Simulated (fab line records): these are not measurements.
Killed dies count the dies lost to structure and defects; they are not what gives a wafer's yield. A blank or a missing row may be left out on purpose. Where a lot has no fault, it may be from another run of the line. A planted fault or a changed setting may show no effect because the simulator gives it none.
What tool caused it? ; flow nandHarc ; 11 lots with 33 wafers sampled at 2 steps, on a route of 1159 steps

## WHAT THE GAUGES SHOWED, per wafer
NHARC_A_CONTACT_OVL_MEAS_09. Usual: overlayXNm 0.2 nm, standard deviation 0.79; overlayYNm 0.0 nm, standard deviation 0.79.
lot;measured;on;overlayXNm (nm);overlayYNm (nm);flag
L599;day 16 15:40;overlay-01;1.1 1.0 1.0;1.1 1.2 0.8;
L601;day 17 17:58;overlay-02;0.4 0.5 1.7;-0.2 0.1 0.5;
L604;day 18 12:33;overlay-02;0.6 0.7 0.9;-1.7 -1.1 -1.4;
L603;day 18 17:38;overlay-02;-0.9 -1.0 -0.6;0.1 0.4 0.5;
L606;day 18 22:02;overlay-02;-0.8 -0.4 -0.9;0.0 0.2 0.5;
L607;day 19 19:20;overlay-01;-0.7 0.0 -0.4;-0.7 -0.8 -0.6;
L614;day 20 06:34;overlay-02;9.9 9.8 9.6;0.5 0.6 0.0;OFF
L613;day 20 21:56;overlay-01;8.4 8.7 9.2;-1.2 -1.2 -1.4;OFF
L621;day 22 04:38;overlay-01;-0.7 0.1 -0.2;-1.3 -0.6 -1.3;
L620;day 22 14:54;overlay-02;0.1 0.1 -0.7;-0.8 -0.9 -0.8;
L622;day 22 19:29;overlay-01;-0.1 0.6 0.6;0.0 0.9 0.7;

## WHICH TOOL RAN EACH LOT (tool, then ch and the chambers of the sampled wafers, then the start)
lot;NHARC_A_CONTACT_EXPOSE_05
L599;arfiScanner-02 ch 0, day 16 15:27
L601;arfiScanner-03 ch 0, day 17 17:44
L604;arfiScanner-02 ch 0, day 18 12:19
L603;arfiScanner-01 ch 0, day 18 17:25
L606;arfiScanner-01 ch 0, day 18 21:49
L607;arfiScanner-02 ch 0, day 19 19:07
L614;arfiScanner-01 ch 0, day 20 06:21
L613;arfiScanner-01 ch 0, day 20 21:43
L621;arfiScanner-03 ch 0, day 22 04:24
L620;arfiScanner-03 ch 0, day 22 14:41
L622;arfiScanner-02 ch 0, day 22 19:16
- NHARC_A_CONTACT_EXPOSE_05: exposes mask A CC.

## WHAT THE TOOLS THEMSELVES READ (means of the sampled wafers that have a number; where no wafer has one, the mark that the record gives instead)
NHARC_A_CONTACT_EXPOSE_05. Usual: exposureDoseMJCm2 84.21, standard deviation 0.078.
lot;tool;exposureDoseMJCm2;flag
L599;arfiScanner-02;84.26;
L601;arfiScanner-03;84.17;
L604;arfiScanner-02;84.16;
L603;arfiScanner-01;84.28;
L606;arfiScanner-01;84.19;
L607;arfiScanner-02;84.21;
L614;arfiScanner-01;84.20;
L613;arfiScanner-01;84.17;
L621;arfiScanner-03;84.20;
L620;arfiScanner-03;84.34;
L622;arfiScanner-02;84.19;

## THE ANSWER, worked out from the rows above alone
Rule: take the mean of a lot's wafers that have a number; if it is more than 3 standard deviations from the usual mean, the lot is off. A lot without any number at a reading at which 4 lots or more have one is off too. Where the step has rows for the other lots, those lots are counted as sound. The gauges are gone through in route order, then the tools' own readings, and for those a lot's mean is taken as printed above. At the first step where some lot is off, the reading lying furthest off is the one used; lots without a number count as furthest.
Off: L614, L613, at NHARC_A_CONTACT_OVL_MEAS_09 (overlayXNm).
A tool fits if, at a process step before that reading, it ran every lot that is off, and no sound lot after the first of them. The gauges at NHARC_A_CONTACT_OVL_MEAS_09 are tried like those tools. One fits: arfiScanner-01 at NHARC_A_CONTACT_EXPOSE_05. A fault onset in the window from L606 (day 18 21:49, its last sound lot) to L614 (day 20 06:21, its first lot off) fits.

## WHAT THE SIMULATOR HAD INSERTED
Scanner matching overlay: arfiScanner-01, from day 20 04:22 on, at NHARC_A_CONTACT_EXPOSE_05. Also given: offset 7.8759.
Struck lots among those shown: L614, L613. The rule above reached the same finding.
